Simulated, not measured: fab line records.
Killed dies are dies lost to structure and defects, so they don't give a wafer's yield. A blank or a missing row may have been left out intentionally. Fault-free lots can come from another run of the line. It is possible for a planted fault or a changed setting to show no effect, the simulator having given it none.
Which tool did it?	flow n5 finfet	33 wafers from 11 lots sampled at 4 of the route's 1938 steps

WHAT EACH GAUGE READ, for each wafer
N5_BEOL_M9_INSPECT_58: inspects for defects (darkfield).
lot	measured	on	raw defect count
L294	day 10 04:55	defect inspect-01	63 92 98
L296	day 10 10:44	defect inspect-01	76 56 110
L297	day 10 11:23	defect inspect-02	32 35 53
L303	day 12 02:46	defect inspect-01	68 93 67
L305	day 12 17:01	defect inspect-01	116 104 102
L310	day 13 23:37	defect inspect-02	44 81 71
L309	day 13 23:47	defect inspect-02	95 128 78
L308	day 14 01:17	defect inspect-01	69 136 67
L312	day 14 01:52	defect inspect-01	72 54 47
L311	day 14 10:04	defect inspect-01	50 104 66
L316	day 15 14:33	defect inspect-01	72 72 115

WHAT TOOL EACH LOT RAN ON (gives the tool, then ch and the chambers of the sampled wafers, and finally the start)
lot	N5_BEOL_M9_STRIP_36	N5_BEOL_M9_CURE_72	N5_BEOL_M9_ALD_74
L294	rie diel-05 ch 0,1, day 10 01:36	uv cure-03 ch 0, day 10 02:01	ald metal-04 ch 0,1, day 10 02:45
L296	rie diel-04 ch 1,2, day 10 06:58	uv cure-03 ch 0, day 10 07:25	ald metal-04 ch 0,1, day 10 08:08
L297	rie diel-05 ch 0,1,2, day 10 08:53	uv cure-02 ch 1, day 10 09:17	ald metal-03 ch 0,1,3, day 10 09:44
L303	rie diel-02 ch 0,3, day 11 23:11	uv cure-01 ch 1, day 11 23:45	ald metal-04 ch 0,1,3, day 12 01:05
L305	rie diel-02 ch 0,1,2, day 12 12:25	uv cure-02 ch 1, day 12 12:58	ald metal-04 ch 0,1, day 12 13:42
L310	rie diel-02 ch 0,2, day 13 20:39	uv cure-01 ch 1, day 13 21:10	ald metal-03 ch 0,2,3, day 13 21:29
L309	rie diel-05 ch 0,2,3, day 13 20:49	uv cure-03 ch 1, day 13 21:16	ald metal-01 ch 0,1,2, day 13 21:45
L308	rie diel-02 ch 1,2, day 13 22:49	uv cure-03 ch 0, day 13 23:17	ald metal-01 ch 0,1,3, day 13 23:40
L312	rie diel-04 ch 1,2,3, day 13 23:01	uv cure-01 ch 0, day 13 23:33	ald metal-03 ch 0,2,3, day 14 00:13
L311	rie diel-04 ch 0,1,2, day 14 07:23	uv cure-01 ch 0, day 14 07:49	ald metal-03 ch 0,2, day 14 08:14
L316	rie diel-05 ch 0,1, day 15 10:46	uv cure-01 ch 0, day 15 11:10	ald metal-01 ch 1,3, day 15 12:03
- N5_BEOL_M9_STRIP_36: strips in N2/H2.
- N5_BEOL_M9_CURE_72: cures SiCOH lowk, time 120 s.
- N5_BEOL_M9_ALD_74: deposits TaN, target thk 2 nm, pulse time 2 s, purge time 3 s.

THE ANSWER, worked out from the rows above alone
Rule: the lots themselves supply what counts as usual. The widest of any qualifying gaps counts: lots, ordered by their means at a reading, are off when they make up no more than a third of the lots, leave a main group of 4 or more, and stand apart from it by 3 or more times the standard deviation of that group's means. The tables above print the reading to a certain number of digits; a main group whose means all agree to those digits is not used. A lot without any number at a reading at which 4 lots or more have one is off too. The other lots that the step has rows for count as sound.
None of the lots is off at any reading shown; this tells nothing.

WHAT THE SIMULATOR PUT IN
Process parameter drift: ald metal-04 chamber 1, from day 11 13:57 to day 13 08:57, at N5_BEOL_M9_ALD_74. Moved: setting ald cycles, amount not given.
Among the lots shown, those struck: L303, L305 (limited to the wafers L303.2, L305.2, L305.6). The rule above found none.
